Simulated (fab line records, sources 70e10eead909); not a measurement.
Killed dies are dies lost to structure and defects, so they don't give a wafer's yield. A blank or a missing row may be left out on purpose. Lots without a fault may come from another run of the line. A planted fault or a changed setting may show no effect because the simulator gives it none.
Chamber matching | flow nand_harc | NHARC_P_CONTACT_CMP_24 on cmp-02: 4 sister chambers
The step polishes, t overpolish 30 s, target thk 200 nm. 4 wafers are shown with their chamber, then 7 later ones without.

WAFERS WITH THEIR CHAMBER
wafer  | chamber | motor_current_A (A)
L084.6 | 3       | 13.4
L086.6 | 0       | 10.8
L090.3 | 1       | 9.7
L090.4 | 2       | 13.7

WAFERS WITHOUT THEIR CHAMBER
wafer  | motor_current_A (A)
L090.5 | 10.9
L093.3 | 13.5
L093.4 | 11.0
L093.5 | 14.4
L097.3 | 13.2
L097.4 | 10.7
L097.6 | 10.7

WHICH CHAMBER EACH WENT THROUGH
wafer  | from the rows above     | in truth
L090.5 | 0                       | 0
L093.3 | can't be placed: 3 or 2 | 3
L093.4 | 0                       | 0
L093.5 | can't be placed: 2 or 3 | 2
L097.3 | can't be placed: 3 or 2 | 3
L097.4 | 0                       | 0
L097.6 | 0                       | 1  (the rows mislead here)
Placed correctly: 3 of 7. Can't be placed from these rows: 3 (the true chamber is among the candidates in 3). Placed wrongly: 1.
How it was worked out, from the rows above alone: a wafer's distance from a chamber is the root of the sum, over the readings, of the square of ((its reading less the chamber's mean) divided by the reading's scatter). The wafer belongs to the nearest chamber; if the next one is less than 2 further off, it can't be placed. A chamber's mean is the mean of its shown wafers. The scatter: with one shown wafer a chamber, the root of the mean of the squares of how far each hidden wafer lies from its nearest shown one.
